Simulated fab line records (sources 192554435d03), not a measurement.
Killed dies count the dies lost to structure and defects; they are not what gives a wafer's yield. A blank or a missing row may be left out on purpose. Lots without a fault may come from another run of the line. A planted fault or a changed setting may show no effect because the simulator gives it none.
Matching of chambers	flow n5-finfet	4 sister chambers for N5_BEOL_M10_ETCH_65 on rie-diel-01
The step etches SiARC in CF4, target depth 39 nm, time 65 s. 4 wafers are shown with their chamber, then 7 later ones without.

== WAFERS WITH THEIR CHAMBER ==
wafer	chamber	showerhead-plenum-p-Torr (Torr)
L836.2	0	2.13
L836.4	1	2.23
L844.1	3	2.09
L844.4	2	2.03

== WAFERS WHOSE CHAMBER IS MISSING ==
wafer	showerhead-plenum-p-Torr (Torr)
L844.5	2.23
L851.2	2.02
L851.4	2.02
L851.6	2.12
L853.2	2.12
L853.4	2.08
L853.6	2.12

== WHICH CHAMBER EACH ONE RAN IN ==
wafer	from the rows above	in truth
L844.5	1	1
L851.2	2	2
L851.4	2	2
L851.6	0	0
L853.2	0	0
L853.4	3	3
L853.6	0	0
7 of 7 placed correctly. From these rows, 0 cannot be placed. Number placed wrongly: 0.
How it was worked out, from the rows above alone: a wafer's distance from a chamber is the root of the sum, over the readings, of the square of ((its reading less the chamber's mean) divided by the reading's scatter). The wafer belongs to the nearest chamber; if the next one is less than 2 further off, it can't be placed. The mean given for a chamber averages the wafers shown for that chamber. The scatter: with one shown wafer a chamber, the root of the mean of the squares of how far each hidden wafer lies from its nearest shown one.
